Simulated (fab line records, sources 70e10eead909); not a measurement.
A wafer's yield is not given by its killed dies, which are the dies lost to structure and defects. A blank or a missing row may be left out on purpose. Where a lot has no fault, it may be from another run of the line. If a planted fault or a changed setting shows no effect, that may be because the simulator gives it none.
fab line records	flow nand-harc
record lots=12	wafers=36	last-day=24
route steps=1159 shown A_CHANNEL_HOLE_D1@466 A_CHANNEL_FILL_D1@492 END@1159
lots that met no fault: taken from a fault-free run of the same line
start-h: start of the lot's first displayed wafer, in hours after the record's first day	wait-h: how many hours have passed since the lot's step before this one	" as in the row above	L1.1+2: several wafers, shown together as one row	- either no value or no given start	* or withheld: withheld	< > ~ a bound
route shown NAME@n: names a module that has steps shown in the file, with the first one's number in the route	usual: mean and standard deviation over wafers with no fault	same: alike in all rows	chamber/n: place in a boat	sites: the reading at each site	_std_site: the values' standard deviation	_edge_site: inner sites' mean taken away from outer sites' mean	radius-mm: how far each site lies from the wafer's centre	mask NAME#n: copy n	behind: the tool/chamber that last shaped the wafer	hold: reason for holding the lot/hours on hold/outcome of the hold	device: which transistor (n, p or np) failed to switch	end of line: at the end of the route, the tests of the same wafers	a step without rows: its recipe alone	killed: dies lost to structure and defects at the first sort, not the wafer's yield	map: dies across one wafer; x = killed, . = not, _ = none there
set.NAME: setting as actually run; set.NAME@STEP: the setting as run at that earlier step	model.NAME: the simulator's own value behind a step, which no gauge read
a sample of lots followed through the steps of the route, with each step as a table and each wafer as a row
services: a tool's chamber out of use, with start hour (start-h, from the record's first day; less than 0 if before it), hours out, and reason
## steps
# step NHARC_A_CHANNEL_HOLE_D1_ETCH_38
# recipe target-depth-a=390	over-etch-frac=0.3	time-s=65	ion-energy-ev=80	cf4-flow-sccm=150	ar-flow-sccm=0	rf-w=300	bias-w=100	chemistry=CF4
# usual drypump-motor-current-A=5.9/0.43	oes-product-au=0.995/0.0083	rf-vpp-V=151.5/1.2	showerhead-plenum-p-Torr=1.79/0.068	throttle-valve-pct=13.283/0.0079
lot.wafer	tool	chamber	start-h	wait-h	drypump-motor-current-A	oes-product-au	rf-hours-counter-h	rf-vpp-V	showerhead-plenum-p-Torr	throttle-valve-pct
L141.1	rie-diel-06	2	185.88	0.1	5.2	0.999	6	153.4	1.88	13.272
L141.2	"	1	"	"	6.2	1.003	7	150.2	1.67	13.276
L141.6	"	2	"	"	5.2	0.995	-	153.3	1.88	13.290
L142.1	rie-diel-12	0	188.62	0.1	5.6	0.981	10	150.5	1.76	13.288
L142.3	"	1	"	"	5.2	1.002	11	152.8	1.85	13.288
L142.5	"	0	"	"	5.6	0.993	-	150.3	1.76	13.276
L143.2	rie-diel-02	1	194.45	0.1	5.6	0.987	2	151.5	1.80	13.282
L143.3	"	2	"	"	5.9	0.997	1	151.2	1.83	13.278
L143.5	"	0	"	"	6.2	0.998	-	152.5	1.84	13.289
L145.2	rie-diel-02	0	205.88	0.1	6.2	0.997	3	153.2	1.84	13.290
L145.6	"	1	"	"	5.6	0.999	-	151.3	1.80	13.288
L145.5	"	2	"	"	5.9	0.993	-	152.8	1.83	13.286
L147.1	rie-diel-06	1	213.84	0.1	6.2	0.997	10	150.5	1.67	13.282
L147.4	"	2	"	"	5.2	0.996	9	153.1	1.88	13.280
L147.5	"	0	"	"	6.5	1.004	-	147.9	1.67	13.285
L156.4	rie-diel-02	1	271.81	0.1	5.7	0.997	9	151.8	1.79	13.271
L156.3	"	2	"	"	5.9	1.008	7	151.1	1.83	13.276
L156.6	"	3	"	"	5.7	1.004	-	151.2	1.76	13.289
L157.4	rie-diel-12	2	273.73	0.1	5.8	1.000	5	152.3	1.88	13.287
L157.2	"	3	"	"	6.3	0.999	4	149.7	1.72	13.301
L157.6	"	1	"	"	5.2	0.987	-	153.1	1.85	13.283
L158.2	rie-diel-02	1	275.34	0.1	5.6	0.991	9	151.1	1.79	13.275
L158.1	"	3	"	"	5.8	0.992	8	152.9	1.76	13.291
L158.5	"	1	"	"	5.6	0.980	-	152.4	1.79	13.280
L163.1	rie-diel-02	0	295.49	0.1	6.2	0.999	11	151.0	1.84	13.290
L163.3	"	1	"	"	5.6	0.979	11	151.7	1.79	13.281
L163.5	"	0	"	"	6.2	0.989	-	151.4	1.84	13.284
L160.2	rie-diel-06	2	297.04	0.1	5.2	0.999	3	152.7	1.88	13.291
L160.4	"	0	"	"	6.4	1.008	2	150.1	1.67	13.291
L160.5	"	2	"	"	5.2	0.995	-	152.6	1.88	13.291
L161.3	rie-diel-12	3	298.95	0.1	6.3	0.982	7	150.0	1.72	13.284
L161.4	"	2	"	"	5.8	0.985	7	153.3	1.88	13.278
L161.5	"	3	"	"	6.3	0.982	-	149.9	1.72	13.295
L164.2	rie-diel-12	3	314.09	0.1	6.3	0.973	8	149.7	1.72	13.291
L164.1	"	1	"	"	5.2	0.995	6	152.6	1.85	13.272
L164.5	"	3	"	"	6.3	0.974	-	151.3	1.72	13.280
# step NHARC_A_CHANNEL_HOLE_D1_INSPECT_40
# usual raw-defect-count=63/15
lot.wafer	tool	chamber	start-h	wait-h	raw-defect-count
L141.1	defect-inspect-01	-	192.67	-	64
L141.2	"	-	"	"	42
L141.6	"	-	"	"	83
L142.1	defect-inspect-01	-	195.42	-	54
L142.3	"	-	"	"	66
L142.5	"	-	"	"	82
L143.2	defect-inspect-02	-	201.29	-	64
L143.3	"	-	"	"	59
L143.5	"	-	"	"	28
L145.2	defect-inspect-01	-	212.66	-	90
L145.5	"	-	"	"	43
L145.6	"	-	"	"	59
L147.1	defect-inspect-02	-	221.16	-	58
L147.4	"	-	"	"	71
L147.5	"	-	"	"	387
L156.3	defect-inspect-02	-	278.60	-	36
L156.4	"	-	"	"	42
L156.6	"	-	"	"	43
L157.2	defect-inspect-02	-	282.77	-	78
L157.4	"	-	"	"	79
L157.6	"	-	"	"	100
L158.1	defect-inspect-02	-	283.63	-	62
L158.2	"	-	"	"	71
L158.5	"	-	"	"	66
L163.1	defect-inspect-01	-	302.31	-	58
L163.3	"	-	"	"	44
L163.5	"	-	"	"	70
L160.2	defect-inspect-01	-	304.00	-	100
L160.4	"	-	"	"	82
L160.5	"	-	"	"	77
L161.3	defect-inspect-01	-	308.18	-	81
L161.4	"	-	"	"	84
L161.5	"	-	"	"	85
L164.1	defect-inspect-02	-	320.88	-	49
L164.2	"	-	"	"	63
L164.5	"	-	"	"	54
# step NHARC_A_CHANNEL_FILL_D1_ALD_02
# recipe target-thk-a=60	pulse-time-s=10	ald-cycles=60	temp-c=300	material=SiO2
# usual heater-power-w=469/43	precursor-pulse-height-rel=1.000/0.021
lot.wafer	tool	chamber	start-h	wait-h	heater-power-w	precursor-pulse-height-rel
L141.1	ald-hk-01	1	194.55	-	418	1.014
L141.2	"	2	"	"	424	0.985
L141.6	"	3	"	"	510	1.015
L142.3	ald-hk-01	0	195.69	-	461	0.995
L142.1	"	1	"	"	405	1.062
L142.5	"	3	"	"	518	0.968
L143.2	ald-hk-02	2	202.95	-	572	1.021
L143.3	"	1	"	"	515	1.035
L143.5	"	3	"	"	459	1.012
L145.2	ald-hk-04	2	212.86	-	459	0.994
L145.5	"	2	"	"	448	1.018
L145.6	"	3	"	"	483	1.013
L147.4	ald-hk-02	2	221.49	-	570	1.019
L147.1	"	3	"	"	461	0.972
L147.5	"	1	"	"	517	1.008
L156.3	ald-hk-01	3	279.07	-	513	0.991
L156.4	"	0	"	"	438	0.995
L156.6	"	1	"	"	432	1.004
L157.2	ald-hk-04	2	282.97	-	465	0.952
L157.4	"	0	"	"	444	1.028
L157.6	"	2	"	"	458	1.038
L158.2	ald-hk-04	0	283.90	-	452	1.020
L158.1	"	1	"	"	468	1.050
L158.5	"	0	"	"	438	0.997
L163.3	ald-hk-01	1	302.50	-	420	0.983
L163.1	"	2	"	"	413	0.977
L163.5	"	2	"	"	398	0.984
L160.2	ald-hk-01	0	304.23	0.1	445	0.992
L160.4	"	2	"	"	414	0.996
L160.5	"	1	"	"	424	0.973
L161.3	ald-hk-02	0	308.52	-	465	1.017
L161.4	"	1	"	"	482	0.999
L161.5	"	3	"	"	439	1.001
L164.2	ald-hk-02	2	321.07	-	531	1.006
L164.1	"	0	"	"	465	1.010
L164.5	"	2	"	"	538	1.006
# step NHARC_A_CHANNEL_FILL_D1_ETCHBACK_08
# recipe target-depth-a=2200	time-s=110	c4f8-flow-sccm=20	ar-flow-sccm=withheld	rf-w=600	bias-w=300	chemistry=C4F8
# usual oes-product-au=0.95/0.033	rf-vpp-V=440.6/2.5
lot.wafer	tool	chamber	start-h	wait-h	oes-product-au	rf-hours-counter-h	rf-vpp-V
L142.1	rie-diel-05	0	-	-	0.93	2	439.7
L142.3	"	2	"	"	0.93	3	443.0
L142.5	"	1	"	"	0.93	-	438.0
L141.1	rie-diel-01	0	-	-	1.01	18	436.7
L141.2	"	2	"	"	0.98	10	439.4
L141.6	"	3	"	"	1.00	-	441.3
L143.2	rie-diel-13	0	-	-	0.93	3	442.8
L143.3	"	3	"	"	0.92	3	440.6
L143.5	"	3	"	"	0.92	-	440.5
L145.2	rie-diel-13	0	-	-	0.92	4	443.7
L145.6	"	2	"	"	0.92	-	437.0
L145.5	"	3	"	"	0.93	-	440.6
L147.1	rie-diel-13	0	-	-	0.99	4	441.8
L147.4	"	1	"	"	0.99	3	440.9
L147.5	"	3	"	"	0.99	-	439.8
L156.3	rie-diel-13	1	-	-	0.93	0	441.2
L156.4	"	2	"	"	0.92	0	438.8
L156.6	"	0	"	"	0.93	-	441.9
L158.1	rie-diel-05	1	-	-	0.93	5	438.0
L158.2	"	3	"	"	0.94	5	442.8
L158.5	"	1	"	"	0.93	-	438.5
L157.2	rie-diel-13	0	-	-	0.92	1	442.1
L157.4	"	1	"	"	0.93	1	439.8
L157.6	"	1	"	"	0.93	-	440.2
L163.3	rie-diel-01	1	-	-	0.99	3	437.2
L163.1	"	3	"	"	1.01	5	441.7
L163.5	"	0	"	"	1.00	-	446.3
L161.4	rie-diel-13	3	-	-	0.92	1	438.8
L161.3	"	0	"	"	0.92	1	443.2
L161.5	"	3	"	"	0.91	-	439.1
L160.4	rie-diel-01	3	-	-	1.01	5	440.0
L160.2	"	2	"	"	0.99	6	440.5
L160.5	"	0	"	"	1.00	-	447.3
L164.1	rie-diel-13	1	-	-	0.92	2	440.1
L164.2	"	2	"	"	0.92	2	437.3
L164.5	"	1	"	"	0.93	-	442.0
# step NHARC_A_CHANNEL_FILL_D1_CMP_10
# recipe target-thk-nm=150
# usual motor-current-A=12.2/1.1	slurry-filter-dp-kPa=13.51/0.13	slurry-flow-ml-min=150.0/0.46	time-to-endpoint-s=13.9/2.4
lot.wafer	tool	chamber	start-h	wait-h	motor-current-A	slurry-filter-dp-kPa	slurry-flow-ml-min	time-to-endpoint-s
L142.3	cmp-01	2	243.16	0.4	9.8	13.42	150.5	9.1
L142.1	"	3	"	"	12.1	13.50	149.7	14.3
L142.5	"	2	"	"	9.4	13.33	150.2	9.8
L141.1	cmp-04	1	243.25	0.5	12.0	13.50	150.0	16.8
L141.2	"	2	"	"	10.8	13.45	150.2	17.5
L141.6	"	2	"	"	10.8	13.46	150.2	16.9
L143.2	cmp-04	2	249.93	0.4	11.1	13.76	150.0	15.7
L143.3	"	1	"	"	12.2	13.56	150.3	16.9
L143.5	"	2	"	"	12.1	13.71	149.3	17.7
L145.2	cmp-01	3	263.54	0.4	12.4	13.62	149.9	14.1
L145.5	"	3	"	"	12.2	13.82	150.0	15.2
L145.6	"	0	"	"	11.9	13.59	150.3	14.6
L147.1	cmp-01	1	270.75	0.4	15.1	13.70	149.6	16.6
L147.4	"	2	"	"	9.6	13.45	150.3	12.3
L147.5	"	1	"	"	15.0	13.63	149.9	15.1
L156.4	cmp-01	2	326.35	0.4	10.3	13.62	150.7	11.4
L156.3	"	3	"	"	12.2	13.43	150.2	15.7
L156.6	"	2	"	"	10.1	13.47	150.5	12.0
L157.2	cmp-04	1	333.05	0.4	13.8	13.62	149.4	12.4
L157.4	"	0	"	"	13.0	13.70	149.8	11.9
L157.6	"	2	"	"	11.2	13.31	150.5	13.4
L158.1	cmp-02	2	333.07	0.4	11.5	13.33	150.4	15.6
L158.2	"	0	"	"	12.0	13.49	149.5	15.9
L158.5	"	2	"	"	11.9	13.30	150.0	14.3
L163.3	cmp-02	3	352.75	0.4	12.2	13.65	149.9	16.0
L163.1	"	0	"	"	11.9	13.51	150.6	18.5
L163.5	"	3	"	"	12.5	13.60	149.6	12.5
L161.3	cmp-04	2	356.46	0.4	11.9	13.42	150.6	14.1
L161.4	"	3	"	"	12.2	13.45	149.6	9.6
L161.5	"	1	"	"	12.6	13.59	149.6	12.4
L160.2	cmp-04	1	356.61	0.5	12.5	13.44	149.6	14.4
L160.4	"	2	"	"	11.1	13.48	150.5	15.2
L160.5	"	0	"	"	12.5	13.35	150.1	12.9
L164.2	cmp-02	1	369.57	0.4	13.0	13.51	150.0	14.9
L164.1	"	3	"	"	12.2	13.49	150.3	11.6
L164.5	"	1	"	"	12.4	13.50	151.0	13.5
# step NHARC_END_SORT_01
# recipe temp-c=25
# usual killed-at-array=24/8.8	killed-at-other=0.7/0.99	killed-at-periphery=3.5/2.6	killed-dies=28/9.3	killed-open=3.2/1.7	killed-short=1.7/1.4
# same gross-dies=677
lot.wafer	tool	chamber	start-h	wait-h	killed-at-array	killed-at-other	killed-at-periphery	killed-dies	killed-open	killed-short
L147.1	prober-02	0	480.62	2.5	20	1	1	22	1	1
L147.4	prober-02	0	483.00	3.4	25	1	1	27	3	1
L147.5	prober-02	0	483.79	3.7	104	0	0	104	1	0
# killed by level:class
L147.1 A_SLIT:chamber-film-flake=10 A_CHANNEL_HOLE_D1:chamber-film-flake=6 A_SOURCE_PLATE:geometric-particle:short=1 A_M0:geometric-particle:open=1 P_STI:chamber-film-flake=1 A_SGD_CUT:chamber-film-flake=1 A_CONTACT:chamber-film-flake=1 THIN_TSV:chamber-film-flake=1
L147.4 A_CHANNEL_HOLE_D1:chamber-film-flake=15 A_SLIT:chamber-film-flake=6 P_CONTACT:geometric-particle:open=1 A_SOURCE_PLATE:geometric-particle:open=1 A_ONON_D1:geometric-particle:open=1 STARTING-WAFER:geometric-particle:short=1 A_SGD_CUT:chamber-film-flake=1 A_CONTACT:chamber-film-flake=1
L147.5 A_CHANNEL_HOLE_D1:unspecified=75 A_CHANNEL_HOLE_D1:chamber-film-flake=16 A_SLIT:chamber-film-flake=5 A_SGD_CUT:chamber-film-flake=3 A_M1:chamber-film-flake=2 A_ONON_D1:geometric-particle:open=1 A_WL_FILL:chamber-film-flake=1 A_CONTACT:chamber-film-flake=1
## services
tool	chamber	start-h	hours	kind
cmp-01	-	168.65	2.2	repair
rie-diel-13	1	169.69	14.7	repair
cmp-01	-	179.50	4.0	pm
rie-diel-13	-	181.96	1.1	repair
cmp-01	-	192.90	1.7	repair
rie-diel-12	-	202.40	9.0	pm
rie-diel-13	2	202.51	2.3	repair
cmp-04	-	203.06	4.0	pm
rie-diel-12	1	215.93	10.7	repair
cmp-04	-	218.40	6.5	repair
cmp-04	-	227.14	1.3	repair
ald-hk-01	-	229.71	10.0	pm
rie-diel-12	-	238.33	0.8	repair
rie-diel-13	1	242.68	6.1	repair
cmp-04	-	244.28	1.0	repair
rie-diel-12	1	265.36	1.6	repair
rie-diel-13	-	276.00	9.0	pm
cmp-04	-	301.06	4.0	pm
rie-diel-02	1	302.50	17.2	repair
cmp-04	-	305.07	1.9	repair
cmp-04	-	315.43	0.6	repair
rie-diel-02	-	327.70	9.0	pm
cmp-04	-	352.33	2.3	repair
rie-diel-13	1	368.47	5.6	repair
## key
first-sign step=NHARC_A_CHANNEL_HOLE_D1_INSPECT_40	reading=raw-defect-count	direction=up	sigmas=21	usual=63	struck=387
effect step=NHARC_END_SORT_01	reading=killed-at-array	direction=up	sigmas=9.1	usual=24	struck=104
more-kills-born-at NHARC_A_CHANNEL_HOLE_D1_ETCH_38@rie-diel-06=75
met-at NHARC_A_CHANNEL_HOLE_D1_ETCH_38
struck-lots L147
struck-wafers L147.5
tester-left-out L147
not-acting-at NHARC_A_CHANNEL_FILL_D1_ALD_02,NHARC_A_CHANNEL_FILL_D1_ETCHBACK_08,NHARC_A_CHANNEL_FILL_D1_CMP_10
fault kind=chamber-particle-source	tool=rie-diel-06	chamber=0	onset-h=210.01	steps=NHARC_A_CHANNEL_HOLE_D1_ETCH_38	rate-per-visit-cm2=0.54171	end-h=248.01
# tester-left-out: of these lots the tester's yield and bins aren't shown, on N5 and GAA mostly nor the transistor test; their killed dies are dies lost to structure and defects alone, not to doping, threshold or leakage, so they don't give the yield
